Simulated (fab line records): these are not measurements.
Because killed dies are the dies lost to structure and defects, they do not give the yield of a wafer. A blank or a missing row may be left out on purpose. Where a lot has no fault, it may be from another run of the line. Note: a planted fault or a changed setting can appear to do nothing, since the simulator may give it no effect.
Problem report, 8D (eight disciplines) form, completed by code ; flow nand-harc ; the parts of the form that need people (team, actions taken, sign-off) are left out

## 1. THE ISSUE
At NHARC_P_ZERO_WELL_IMPLANT_40, dose-ions-cm2 averages 5.911e+12 over 6 wafers from 2 lots, while fault-free wafers read 9.998e+12, standard deviation 1.2e+10. So: -99 or more standard deviations from the usual mean.
Earliest sighting: wafer L927.2 on implanter-02 at day 5 16:28. Wafers with a number at this step in the record: 36, from 12 lots. Rule for "out" (also "out of limits"): further than 4 standard deviations from the usual mean. The other wafers with a number count as sound.

## 2. WHAT THIS IS AND IS NOT
question;is;is not
which readings at this step;dose-ions-cm2, faraday-current-uA;-
which lots;L927, L930;L911, L913, L914, L915, L917, L918, L919, L922, L926, L933
which wafers of those lots;all that have a number;-
read on which tools;implanter-02;implanter-01
when;from day 5 16:28;"up to then (27 sound wafers); but 3 sound wafers of L933 came after"

## 3. SUSPECTS, AND WHAT RULES EACH OUT
Counting: any tool at a process step up to the reading is kept as a suspect provided that every lot that is out went through it and no sound lot did after the first of them.
- implanter-02 at NHARC_P_ZERO_WELL_IMPLANT_40: kept. It ran every lot that is out, first L927 (day 5 16:28), and no sound lot after that; its last sound lot up to then is L922 (day 4 10:25). Out on those wafers are its own readings of dose-ions-cm2, faraday-current-uA.
Remaining after the count: implanter-02 at NHARC_P_ZERO_WELL_IMPLANT_40.

## 4. THE CAUSE (what the simulator had put in)
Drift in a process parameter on implanter-02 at NHARC_P_ZERO_WELL_IMPLANT_40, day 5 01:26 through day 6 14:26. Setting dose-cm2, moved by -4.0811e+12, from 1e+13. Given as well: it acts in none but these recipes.
After counting, this tool was the only one left.

## 5. SEQUENCE OF EFFECTS, ordered by route
Rows list readings where the struck wafers' mean (over those with a number) sits beyond 3 standard deviations from the usual. Only readings for which the record gives a usual standard deviation are gone through. hours: the time from each lot's start at the first step in this table that gives one to its start at this step, as a median over the lots. sigmas: the change in usual standard deviations.
hours;step;reading;usual;on struck wafers;change;sigmas
0;NHARC_P_ZERO_WELL_IMPLANT_40;dose-ions-cm2;9.998e+12;5.911e+12;-4.087e+12;-99 or more
0;NHARC_P_ZERO_WELL_IMPLANT_40;faraday-current-uA;126.4;75.5;-50.9;-21
Process steps it contains:
- NHARC_P_ZERO_WELL_IMPLANT_40

## 6. HOW IT WOULD HAVE BEEN CAUGHT EARLIER
15 hours passed between the start of the fault at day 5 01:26 and the first reading out of limits in this record, taken at day 5 16:28.
